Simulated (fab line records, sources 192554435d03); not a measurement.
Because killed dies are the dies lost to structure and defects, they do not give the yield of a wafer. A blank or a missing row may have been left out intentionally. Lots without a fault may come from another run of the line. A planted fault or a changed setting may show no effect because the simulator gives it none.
Matching of chambers	flow n5_finfet	N5_HKMG_FIN_ALD_36 on ald_metal-01 has 4 sister chambers
The step deposits TiN, target thk 1 nm, pulse time 1 s, purge time 3 s. 7 wafers are shown with their chamber, then 7 later ones without.

== WAFERS, EACH WITH ITS CHAMBER ==
wafer	chamber	heater_power_w (W)	precursor_pulse_height_rel
L083.2	2	893	1.022
L083.6	0	939	1.015
L087.3	3	776	0.974
L087.4	1	868	0.970
L087.5	3	771	0.995
L089.1	1	863	0.962
L089.2	2	898	0.979

== WAFERS MISSING THEIR CHAMBER ==
wafer	heater_power_w (W)	precursor_pulse_height_rel
L089.6	858	1.027
L091.2	923	1.002
L091.3	879	0.994
L091.6	896	1.008
L093.1	965	1.022
L093.2	786	0.978
L093.5	883	1.026

== WHICH CHAMBER EACH ONE RAN IN ==
wafer	from the rows above	in truth
L089.6	1	1
L091.2	0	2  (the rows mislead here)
L091.3	can't be placed: 1 or 2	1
L091.6	2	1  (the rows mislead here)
L093.1	0	0
L093.2	3	3
L093.5	2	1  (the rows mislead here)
3 of 7 placed correctly. From these rows, 1 cannot be placed; in 1 the true chamber is one of the candidates. Wrongly placed: 3.
How it was worked out, from the rows above alone: a wafer's distance from a chamber is the root of the sum, over the readings, of the square of ((its reading less the chamber's mean) divided by the reading's scatter). The wafer belongs to the nearest chamber; if the next one is less than 2 further off, it can't be placed. The mean given for a chamber averages the wafers shown for that chamber. The scatter: take each reading less its chamber's mean, square it, sum over the shown wafers, divide by the number of wafers less the number of chambers, and take the root.
